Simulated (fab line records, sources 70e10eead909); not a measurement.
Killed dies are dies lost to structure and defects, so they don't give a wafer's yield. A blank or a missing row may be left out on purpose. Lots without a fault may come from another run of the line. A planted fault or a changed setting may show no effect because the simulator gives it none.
Which tool did it? | flow nand_harc | 14 lots, 42 wafers sampled, at 2 steps of a route of 1302

WHAT THE GAUGES READ, wafer by wafer
NHARC_A_M0_CD_MEAS_09: target cd 80 nm.
lot  | measured     | on        | cd_nm (nm)
L532 | day 22 12:22 | cd_sem-02 | 79.7 78.7 79.6
L534 | day 23 12:52 | cd_sem-02 | 79.3 80.1 80.1
L535 | day 24 03:42 | cd_sem-02 | 80.0 78.4 79.5
L536 | day 24 05:05 | cd_sem-01 | 79.5 79.5 79.0
L537 | day 25 07:16 | cd_sem-03 | 80.4 81.0 79.9
L544 | day 27 17:20 | cd_sem-01 | 78.5 79.3 79.4
L546 | day 28 09:17 | cd_sem-01 | 80.5 78.8 78.4
L545 | day 28 10:39 | cd_sem-03 | 78.3 78.4 79.5
L550 | day 30 11:28 | cd_sem-02 | 79.8 79.4 79.4
L551 | day 30 12:58 | cd_sem-02 | 79.4 78.6 79.6
L552 | day 30 23:04 | cd_sem-03 | 79.5 80.2 79.4
L553 | day 31 01:31 | cd_sem-03 | 79.7 80.4 79.3
L554 | day 32 03:53 | cd_sem-01 | 80.1 80.1 79.0
L555 | day 32 15:10 | cd_sem-02 | 79.3 79.3 79.6

NHARC_A_M0_CD_MEAS_16.
lot  | measured     | on        | cd_nm (nm)
L532 | day 22 12:51 | cd_sem-01 | 79.9 80.2 78.9
L534 | day 23 13:21 | cd_sem-03 | 79.9 79.5 80.2
L535 | day 24 04:11 | cd_sem-02 | 80.1 78.0 79.2
L536 | day 24 05:34 | cd_sem-01 | 79.1 79.0 79.8
L537 | day 25 07:46 | cd_sem-01 | 79.8 80.6 79.7
L544 | day 27 17:52 | cd_sem-01 | 79.2 78.5 80.3
L546 | day 28 09:49 | cd_sem-03 | 80.8 79.4 79.0
L545 | day 28 11:11 | cd_sem-01 | 78.3 78.8 78.7
L550 | day 30 11:56 | cd_sem-01 | 80.7 80.7 79.3
L551 | day 30 13:28 | cd_sem-01 | 79.6 77.3 79.1
L552 | day 30 23:35 | cd_sem-02 | 79.4 79.2 79.4
L553 | day 31 02:00 | cd_sem-01 | 80.6 79.9 80.5
L554 | day 32 04:23 | cd_sem-02 | 80.1 80.0 78.5
L555 | day 32 15:38 | cd_sem-02 | 79.1 78.8 78.9

WHICH TOOL RAN EACH LOT (tool, then ch and the chambers of the sampled wafers, then the start)
The record holds no process step before these readings.

WHAT THE TOOLS THEMSELVES READ (means of the sampled wafers that have a number; where no wafer has one, the mark that the record gives instead)
The record holds no such reading with a usual standard deviation.

THE ANSWER, worked out from the rows above alone
Rule: what is usual is taken from the lots themselves. Put in order of their means at a reading, lots are off if they are a third of the lots or fewer, leave a main group of 4 or more, and stand apart from it by a gap of 3 or more times the standard deviation of the main group's means; of several such gaps the widest counts. A main group whose means are all the same, to the digits that the tables above print for the reading, isn't used. A lot without any number at a reading at which 4 lots or more have one is off too. The other lots that the step has rows for count as sound. The gauges are gone through in route order, then the tools' own readings, and for those a lot's mean is taken as printed above. The first step at which some lot is off is used, and at that step the reading that is off furthest; a lot without a number counts as furthest.
No lot is off at any reading shown: from this, nothing can be told.

WHAT THE SIMULATOR HAD PUT IN
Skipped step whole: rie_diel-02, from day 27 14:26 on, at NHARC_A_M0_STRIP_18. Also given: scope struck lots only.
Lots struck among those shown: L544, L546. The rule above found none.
